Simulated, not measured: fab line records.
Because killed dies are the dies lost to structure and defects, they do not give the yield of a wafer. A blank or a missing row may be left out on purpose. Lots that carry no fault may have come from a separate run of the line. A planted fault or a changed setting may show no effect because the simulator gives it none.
Matching of chambers    flow nand-harc    rie-diel-02 running NHARC_A_CONTACT_ETCH_77: 4 sister chambers
The step etches the open film in CF4/CHF3, target depth 72.6 nm, time 36.3 s. 16 wafers are shown with their chamber, then 8 later ones without.

## WAFERS PAIRED WITH THEIR CHAMBERS
wafer   chamber  showerhead-plenum-p-Torr (Torr)  drypump-motor-current-A (A)  rf-vpp-V (V)
L421.2  0        1.55                             6.04                         368.9
L421.3  3        1.52                             6.01                         368.3
L421.4  1        1.66                             6.24                         373.8
L435.1  0        1.55                             6.00                         370.9
L435.2  1        1.65                             6.22                         373.7
L435.3  2        1.52                             6.12                         367.3
L436.1  1        1.65                             6.22                         372.6
L436.3  2        1.52                             6.06                         368.4
L436.6  2        1.52                             6.06                         367.9
L441.1  1        1.65                             6.21                         373.8
L441.2  0        1.54                             6.01                         369.6
L441.3  3        1.51                             5.98                         368.9
L437.3  2        1.52                             6.03                         368.6
L437.4  0        1.55                             6.01                         369.2
L437.6  3        1.51                             5.99                         368.5
L442.2  3        1.51                             6.01                         368.4

SIGNATURES (averages over the wafers above)
reading                   chamber 0  chamber 1  chamber 2  chamber 3  scatter within a chamber
showerhead-plenum-p-Torr  1.5475     1.6525     1.5200     1.5125     0.00433
drypump-motor-current-A   6.0150     6.2225     6.0675     5.9975     0.023
rf-vpp-V                  369.650    373.475    368.050    368.525    0.617
Rule: distance of a wafer from a chamber = root of the sum over the readings of ((wafer's reading minus chamber's mean) / reading's scatter) squared. The wafer belongs to the nearest chamber; if the next one is less than 2 further off, it can't be placed. The scatter: take each reading less its chamber's mean, square it, sum over the shown wafers, divide by the number of wafers less the number of chambers, and take the root.

## WAFERS WITH NO CHAMBER GIVEN
wafer   showerhead-plenum-p-Torr (Torr)  drypump-motor-current-A (A)  rf-vpp-V (V)
L442.3  1.52                             6.06                         368.2
L442.6  1.65                             6.24                         372.6
L440.2  1.54                             6.02                         370.0
L440.3  1.65                             6.22                         373.4
L440.6  1.52                             6.08                         367.4
L443.1  1.65                             6.22                         372.6
L443.2  1.54                             6.03                         367.8
L443.3  1.51                             5.98                         367.0

## WHICH CHAMBER EACH WENT THROUGH
wafer   from the rows above      in truth
L442.3  2                        2
L442.6  1                        1
L440.2  0                        0
L440.3  1                        1
L440.6  2                        2
L443.1  1                        1
L443.2  can't be placed: 0 or 2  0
L443.3  3                        3
Correctly placed: 7 of 8. Can't be placed from these rows: 1 (the true chamber is among the candidates in 1). 0 placed wrongly.
